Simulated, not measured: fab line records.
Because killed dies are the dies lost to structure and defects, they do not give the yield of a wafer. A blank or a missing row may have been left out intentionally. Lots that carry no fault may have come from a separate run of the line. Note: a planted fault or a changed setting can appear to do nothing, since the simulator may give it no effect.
Which tool is to blame? :: flow n5-finfet :: 30 wafers from 10 lots sampled at 3 of the route's 1938 steps

WHAT THE GAUGES READ, wafer by wafer
N5_BEOL_M4_RC_MEAS_101.
lot: L523
measured: day 7 18:26
on: prober-02
DIBL_N (mV/V): 37.9 38.2 37.5
DIBL_P (mV/V): 38.3 39.7 38.2
IOFF_N (nA/um): 0.19 0.21 0.19
IOFF_P (nA/um): 0.27 0.31 0.27
IOFF_P_LONG (nA/um): 0.000117 0.000115 0.000112
ION_N (uA/um): 683 705 688
ION_P (uA/um): 472 484 470
SS_N (mV/dec): 71.8 71.7 71.7
SS_P (mV/dec): 74.1 74.4 74.0
VT_N (mV): 247 245 245
VT_N_LVT (mV): 95 93 95
VT_P (mV): -245 -244 -246

lot: L525
measured: day 8 06:11
on: prober-01
DIBL_N (mV/V): 33.5 37.7 34.6
DIBL_P (mV/V): 31.3 36.1 32.5
IOFF_N (nA/um): 0.11 0.17 0.13
IOFF_P (nA/um): 0.14 0.20 0.15
IOFF_P_LONG (nA/um): 9.4e-05 9.7e-05 9.5e-05
ION_N (uA/um): 649 662 664
ION_P (uA/um): 443 455 452
SS_N (mV/dec): 70.3 72.0 71.9
SS_P (mV/dec): 72.5 73.5 72.4
VT_N (mV): 254 253 253
VT_N_LVT (mV): 104 100 102
VT_P (mV): -258 -252 -256

lot: L526
measured: day 8 15:01
on: prober-01
DIBL_N (mV/V): 34.5 34.5 39.1
DIBL_P (mV/V): 36.0 36.8 41.7
IOFF_N (nA/um): 0.14 0.14 0.24
IOFF_P (nA/um): 0.19 0.20 0.29
IOFF_P_LONG (nA/um): 0.000106 0.00011 0.000109
ION_N (uA/um): 691 673 698
ION_P (uA/um): 475 464 470
SS_N (mV/dec): 70.4 70.9 71.9
SS_P (mV/dec): 73.7 74.3 74.9
VT_N (mV): 249 251 242
VT_N_LVT (mV): 97 96 90
VT_P (mV): -252 -250 -247

lot: L527
measured: day 8 18:02
on: prober-02
DIBL_N (mV/V): 36.8 35.1 34.9
DIBL_P (mV/V): 36.4 34.4 34.6
IOFF_N (nA/um): 0.15 0.13 0.13
IOFF_P (nA/um): 0.20 0.18 0.18
IOFF_P_LONG (nA/um): 0.000101 9.9e-05 0.000101
ION_N (uA/um): 654 664 668
ION_P (uA/um): 452 455 459
SS_N (mV/dec): 72.1 70.7 71.4
SS_P (mV/dec): 73.0 72.6 73.1
VT_N (mV): 254 253 253
VT_N_LVT (mV): 101 101 102
VT_P (mV): -254 -253 -253

lot: L529
measured: day 9 06:25
on: prober-02
DIBL_N (mV/V): 39.9 38.3 37.1
DIBL_P (mV/V): 40.2 37.8 35.9
IOFF_N (nA/um): 0.22 0.18 0.17
IOFF_P (nA/um): 0.26 0.23 0.21
IOFF_P_LONG (nA/um): 0.000103 0.000107 0.000108
ION_N (uA/um): 692 689 701
ION_P (uA/um): 471 473 477
SS_N (mV/dec): 72.2 71.7 71.5
SS_P (mV/dec): 75.1 73.6 74.6
VT_N (mV): 247 247 246
VT_N_LVT (mV): 95 95 95
VT_P (mV): -246 -246 -248

lot: L531
measured: day 9 10:14
on: prober-01
DIBL_N (mV/V): 33.6 36.4 35.0
DIBL_P (mV/V): 31.7 35.0 34.1
IOFF_N (nA/um): 0.10 0.14 0.12
IOFF_P (nA/um): 0.16 0.21 0.20
IOFF_P_LONG (nA/um): 0.00012 0.000115 0.000123
ION_N (uA/um): 667 675 663
ION_P (uA/um): 464 462 462
SS_N (mV/dec): 70.8 72.4 70.9
SS_P (mV/dec): 71.8 72.9 72.1
VT_N (mV): 257 252 255
VT_N_LVT (mV): 107 102 103
VT_P (mV): -254 -248 -249

lot: L534
measured: day 13 07:37
on: prober-01
DIBL_N (mV/V): 38.0 39.8 36.5
DIBL_P (mV/V): 36.9 38.6 34.7
IOFF_N (nA/um): 0.18 0.22 0.15
IOFF_P (nA/um): 0.25 0.28 0.21
IOFF_P_LONG (nA/um): 0.00011 0.000108 0.000105
ION_N (uA/um): 688 686 667
ION_P (uA/um): 464 470 458
SS_N (mV/dec): 71.5 72.1 71.7
SS_P (mV/dec): 73.6 74.4 72.7
VT_N (mV): 248 247 251
VT_N_LVT (mV): 97 97 102
VT_P (mV): -250 -246 -250

lot: L539
measured: day 13 07:18
on: prober-02
DIBL_N (mV/V): 39.3 36.0 36.2
DIBL_P (mV/V): 40.2 35.6 36.0
IOFF_N (nA/um): 0.22 0.15 0.15
IOFF_P (nA/um): 0.29 0.25 0.20
IOFF_P_LONG (nA/um): 0.000119 0.000139 0.000112
ION_N (uA/um): 696 694 686
ION_P (uA/um): 484 487 472
SS_N (mV/dec): 72.3 70.8 71.5
SS_P (mV/dec): 74.4 73.4 73.3
VT_N (mV): 246 249 249
VT_N_LVT (mV): 95 106 98
VT_P (mV): -245 -243 -252

lot: L540
measured: day 14 01:24
on: prober-01
DIBL_N (mV/V): 38.9 36.9 37.8
DIBL_P (mV/V): 37.9 34.5 36.4
IOFF_N (nA/um): 0.18 0.15 0.15
IOFF_P (nA/um): 0.24 0.25 0.22
IOFF_P_LONG (nA/um): 0.000104 0.000123 9.7e-05
ION_N (uA/um): 673 673 648
ION_P (uA/um): 462 467 451
SS_N (mV/dec): 71.4 71.2 72.2
SS_P (mV/dec): 74.0 73.6 74.2
VT_N (mV): 248 249 253
VT_N_LVT (mV): 99 110 103
VT_P (mV): -249 -244 -252

lot: L544
measured: day 13 00:07
on: prober-02
DIBL_N (mV/V): 38.4 35.6 38.0
DIBL_P (mV/V): 36.3 34.7 37.4
IOFF_N (nA/um): 0.17 0.12 0.16
IOFF_P (nA/um): 0.21 0.19 0.22
IOFF_P_LONG (nA/um): 0.00011 0.000112 0.00011
ION_N (uA/um): 663 668 676
ION_P (uA/um): 453 464 460
SS_N (mV/dec): 72.6 71.1 72.0
SS_P (mV/dec): 73.2 73.2 74.0
VT_N (mV): 250 252 248
VT_N_LVT (mV): 102 104 100
VT_P (mV): -250 -251 -246

TOOL THAT RAN EACH LOT (tool first, then ch and the chambers of the sampled wafers, then the start)
lot: L523
N5_HKMG_FIN_ALD_74: ald-hk-02 ch 1,2, day 4 04:12
N5_BEOL_M4_PRE_CLEAN_60: cvd-co-02 ch 0,1,2, day 7 18:10

lot: L525
N5_HKMG_FIN_ALD_74: ald-hk-02 ch 0,2, day 4 11:01
N5_BEOL_M4_PRE_CLEAN_60: cvd-co-01 ch 0,2, day 8 05:36

lot: L526
N5_HKMG_FIN_ALD_74: ald-hk-02 ch 1,2, day 4 20:02
N5_BEOL_M4_PRE_CLEAN_60: cvd-co-01 ch 0,1,2, day 8 14:35

lot: L527
N5_HKMG_FIN_ALD_74: ald-hk-02 ch 2,3, day 4 23:49
N5_BEOL_M4_PRE_CLEAN_60: cvd-co-01 ch 0,2, day 8 17:46

lot: L529
N5_HKMG_FIN_ALD_74: ald-hk-03 ch 0,1,3, day 5 10:20
N5_BEOL_M4_PRE_CLEAN_60: cvd-co-02 ch 0,2, day 9 05:59

lot: L531
N5_HKMG_FIN_ALD_74: ald-hk-03 ch 0,1,2, day 5 22:15
N5_BEOL_M4_PRE_CLEAN_60: cvd-co-02 ch 1,2, day 9 09:48

lot: L534
N5_HKMG_FIN_ALD_74: ald-hk-02 ch 1,2,3, day 6 21:40
N5_BEOL_M4_PRE_CLEAN_60: cvd-co-01 ch 1,2, day 13 07:11

lot: L539
N5_HKMG_FIN_ALD_74: ald-hk-02 ch 0,2, day 8 00:37
N5_BEOL_M4_PRE_CLEAN_60: cvd-co-02 ch 0,2, day 13 07:01

lot: L540
N5_HKMG_FIN_ALD_74: ald-hk-02 ch 0,2,3, day 8 10:22
N5_BEOL_M4_PRE_CLEAN_60: cvd-co-01 ch 0,1,2, day 14 01:08

lot: L544
N5_HKMG_FIN_ALD_74: ald-hk-03 ch 0,1, day 9 08:18
N5_BEOL_M4_PRE_CLEAN_60: cvd-co-01 ch 0,2, day 12 23:41
- N5_HKMG_FIN_ALD_74: deposits La2O3, target thk 0.5 nm, pulse time 6 s, co reactant pulse time 1 s.
- N5_BEOL_M4_PRE_CLEAN_60: time 15 s.

WHAT THE TOOLS THEMSELVES READ (means of the sampled wafers that have a number; where no wafer has one, the mark that the record gives instead)
N5_HKMG_FIN_ALD_74.
lot: L523
tool: ald-hk-02
heater-power-w (W): 314
precursor-pulse-height-rel: 0.976

lot: L525
tool: ald-hk-02
heater-power-w (W): 327
precursor-pulse-height-rel: 0.997

lot: L526
tool: ald-hk-02
heater-power-w (W): 312
precursor-pulse-height-rel: 1.016

lot: L527
tool: ald-hk-02
heater-power-w (W): 319
precursor-pulse-height-rel: 0.994

lot: L529
tool: ald-hk-03
heater-power-w (W): 374
precursor-pulse-height-rel: 0.987

lot: L531
tool: ald-hk-03
heater-power-w (W): 357
precursor-pulse-height-rel: 0.990

lot: L534
tool: ald-hk-02
heater-power-w (W): 325
precursor-pulse-height-rel: 1.010

lot: L539
tool: ald-hk-02
heater-power-w (W): 350
precursor-pulse-height-rel: 0.990

lot: L540
tool: ald-hk-02
heater-power-w (W): 343
precursor-pulse-height-rel: 1.005

lot: L544
tool: ald-hk-03
heater-power-w (W): 380
precursor-pulse-height-rel: 1.006

N5_BEOL_M4_PRE_CLEAN_60.
lot: L523
tool: cvd-co-02
heater-power-w (W): 84

lot: L525
tool: cvd-co-01
heater-power-w (W): 62

lot: L526
tool: cvd-co-01
heater-power-w (W): 67

lot: L527
tool: cvd-co-01
heater-power-w (W): 63

lot: L529
tool: cvd-co-02
heater-power-w (W): 86

lot: L531
tool: cvd-co-02
heater-power-w (W): 72

lot: L534
tool: cvd-co-01
heater-power-w (W): 70

lot: L539
tool: cvd-co-02
heater-power-w (W): 74

lot: L540
tool: cvd-co-01
heater-power-w (W): 67

lot: L544
tool: cvd-co-01
heater-power-w (W): 63

THE ANSWER, worked out from the rows above alone
Rule: the lots themselves supply what counts as usual. Put in order of their means at a reading, lots are off if they are a third of the lots or fewer, leave a main group of 4 or more, and stand apart from it by a gap of 3 or more times the standard deviation of the main group's means; of several such gaps the widest counts. If all means in a main group match to the digits the tables above print for the reading, that group is not used. Also off: a lot with no number at a reading for which 4 or more lots have one. Where the step has rows for the other lots, those lots are counted as sound. The gauges are gone through in route order, then the tools' own readings, and for those a lot's mean is taken as printed above. The first step at which some lot is off is used, and at that step the reading that is off furthest; a lot without a number counts as furthest.
None of the lots is off at any reading shown; this tells nothing.

WHAT HAD BEEN PUT IN BY THE SIMULATOR
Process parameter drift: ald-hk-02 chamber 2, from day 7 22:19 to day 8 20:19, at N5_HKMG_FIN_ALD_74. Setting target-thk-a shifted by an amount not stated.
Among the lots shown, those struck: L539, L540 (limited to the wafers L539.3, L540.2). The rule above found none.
